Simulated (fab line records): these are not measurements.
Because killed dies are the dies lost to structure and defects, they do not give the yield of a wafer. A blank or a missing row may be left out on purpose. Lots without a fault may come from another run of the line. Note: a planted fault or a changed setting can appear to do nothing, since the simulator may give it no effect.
Split-lot trial    flow n5-finfet    route with 1938 steps; 7 lots, 21 wafers read

THE SPLIT
At N5_FIN_SAQP_SPACER1_ALD_24 (deposits SiO2, target thk 20.3 nm, pulse time 1 s, purge time 2 s), the setting ald-cycles was moved away from the recipe's 218 on 5 of the 21 wafers read, by +5.0% to +7.8%. The other wafers ran this setting at the recipe's value.

FROM THE SPLIT TO THE READING: what the file shows between them, 2 steps
- N5_FIN_SAQP_SPACER1_ETCHBACK_25: etches SiO2 in CHF3/O2, target depth 24.4 nm, time 12.2 s
- N5_FIN_SAQP_MANDREL1_REMOVE_56: chemistry HBr/Cl2/O2, target a-Si, stops on SiNx, bt time 10 s

THE READING
At N5_FIN_SAQP_CD_MEAS_27: cd-nm in nanometres, against a target cd of 20 nm. Typical for fault-free wafers on this fab line: 20.33 nm, with standard deviation 0.21 nm.

wafer   tool, chamber at the split  ald-cycles as run  against the recipe  cd-nm, nm  against lot-mates on the recipe
L074.2  ald-sin-03, 2               218                recipe              20.07      -
L074.3  ald-sin-03, 0               235                +7.8%               22.28      +2.21
L074.6  ald-sin-03, 0               235                +7.8%               21.95      +1.88
L078.4  ald-sin-04, 1,3,0           218                recipe              20.12      -
L078.5  ald-sin-04, 1,3,0           218                recipe              20.45      -
L078.6  ald-sin-04, 1,3,0           218                recipe              20.40      -
L080.1  ald-sin-04, 0               218                recipe              20.17      -
L080.5  ald-sin-04, 0               218                recipe              20.37      -
L080.6  ald-sin-04, 3               218                recipe              20.41      -
L081.3  ald-sin-02, 0               218                recipe              20.67      -
L081.4  ald-sin-02, 2               230                +5.5%               21.67      +1.00
L081.5  ald-sin-02, 2               230                +5.5%               21.70      +1.03
L089.2  ald-sin-02, 2,3             218                recipe              19.96      -
L089.4  ald-sin-02, 3               218                recipe              20.27      -
L089.5  ald-sin-02, 2,3             218                recipe              20.56      -
L092.1  ald-sin-03, 1,0,0           218                recipe              20.34      -
L092.3  ald-sin-03, 1,0,0           218                recipe              19.91      -
L092.5  ald-sin-03, 1,0,0           218                recipe              20.42      -
L095.1  ald-sin-02, 3               218                recipe              19.98      -
L095.2  ald-sin-02, 1               229                +5.0%               21.33      +1.02
L095.3  ald-sin-02, 2               218                recipe              20.63      -
If several chambers appear in one row, that row covers several wafers at once and the file leaves open which wafer was in which chamber.

FIT RESULTS
A straight line over all 21 wafers: cd-nm changes by +0.235 nm for each +1% of ald-cycles; r = +0.95; the points scatter about the line by 0.22 nm.
The same after taking each lot's own level away (the mean of its wafers on the recipe; 21 wafers): +0.234 nm for each +1%; r = +0.95; scatter 0.22 nm.
Per that fit: largest ald-cycles move, reading shift of 1.8 nm.
The span of the lots' own levels, 20.070 to 20.670 nm, comes to 2.9 times the standard deviation stated above.
The two slopes agree, so the slope changes little with the lot-to-lot level.
Check: for one of the wafers moved furthest among these (+7.8%), held out of the fit, the line's prediction against its lot-mates is +1.65 nm. It came out at +2.21 nm against them.

FURTHER SPLITS ON THESE WAFERS
Other splits were also applied to these wafers ahead of the reading. Each is held against what the fit with the lots' levels taken away leaves over:
other split on the same wafers           wafers away from the commonest value  r with cd-nm (lot level and that fit taken away)
N5_ZERO_LAYER_PECVD_02 time-s            10                                    +0.03
N5_ZERO_LAYER_DEVELOP_10 develop-time-s  8                                     -0.41

THE WHOLE CHAIN: every reading that the file lists as answering this split, in the file's order
step                            what it does                                                       reading                                                                                  change (the file's fit)                r (the file's)
N5_FIN_SAQP_SPACER1_ALD_24      deposits SiO2, target thk 20.3 nm, pulse time 1 s, purge time 2 s  SiO2_of_FIN_SAQP_SPACER1_ALD_24.thk-nm (the simulator's own value, which no gauge read)  +0.2 nm for each +1% of the setting    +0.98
N5_FIN_SAQP_MANDREL1_REMOVE_56  chemistry HBr/Cl2/O2, target a-Si, stops on SiNx, bt time 10 s     FIN_SAQP.cd-nm (the simulator's own value, which no gauge read)                          +0.2 nm for each +1% of the setting    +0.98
N5_FIN_SAQP_CD_MEAS_27          target cd 20 nm                                                    cd-nm                                                                                    +0.229 nm for each +1% of the setting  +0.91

FILE'S OWN FIT
cd-nm changes by +0.229 nm for each +1% of ald-cycles, r = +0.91.
